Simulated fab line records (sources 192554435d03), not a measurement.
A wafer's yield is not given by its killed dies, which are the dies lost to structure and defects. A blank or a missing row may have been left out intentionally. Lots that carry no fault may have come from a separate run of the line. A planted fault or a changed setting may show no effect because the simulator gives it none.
Chamber matching || flow n5 finfet || N5_BEOL_M3_ALD_98 on ald sin-02 has 4 sister chambers
The step deposits SiO2, target thk 2.5 nm, pulse time 1 s, co reactant pulse time 1 s. 4 wafers are shown with their chamber, then 7 later ones without.

WAFERS PAIRED WITH THEIR CHAMBERS
{"wafer": "L576.1", "chamber": 0, "heater power w (W)": 74}
{"wafer": "L579.5", "chamber": 3, "heater power w (W)": 75}
{"wafer": "L581.2", "chamber": 1, "heater power w (W)": 70}
{"wafer": "L581.3", "chamber": 2, "heater power w (W)": 81}

WAFERS WITH NO CHAMBER GIVEN
{"wafer": "L581.6", "heater power w (W)": 69}
{"wafer": "L590.1", "heater power w (W)": 73}
{"wafer": "L590.2", "heater power w (W)": 69}
{"wafer": "L590.5", "heater power w (W)": 67}
{"wafer": "L591.3", "heater power w (W)": 78}
{"wafer": "L591.4", "heater power w (W)": 74}
{"wafer": "L591.5", "heater power w (W)": 74}

WHICH CHAMBER EACH WENT THROUGH
{"wafer": "L581.6", "from the rows above": 1, "in truth": 1}
{"wafer": "L590.1", "from the rows above": "can't be placed: 0 or 3 or 1", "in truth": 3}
{"wafer": "L590.2", "from the rows above": 1, "in truth": 1}
{"wafer": "L590.5", "from the rows above": 1, "in truth": 1}
{"wafer": "L591.3", "from the rows above": "can't be placed: 2 or 3 or 0", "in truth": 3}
{"wafer": "L591.4", "from the rows above": "can't be placed: 0 or 3", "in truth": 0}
{"wafer": "L591.5", "from the rows above": "can't be placed: 0 or 3", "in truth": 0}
Correctly placed: 3 of 7. Not placeable from these rows: 4 (in 4, the candidates include the true chamber). 0 placed wrongly.
How it was worked out, from the rows above alone: a wafer's distance from a chamber is the root of the sum, over the readings, of the square of ((its reading less the chamber's mean) divided by the reading's scatter). The wafer belongs to the nearest chamber; if the next one is less than 2 further off, it can't be placed. A chamber's mean is the mean of its shown wafers. The scatter (one wafer shown for each chamber): square how far every hidden wafer sits from the nearest shown wafer, average those squares and take the square root.
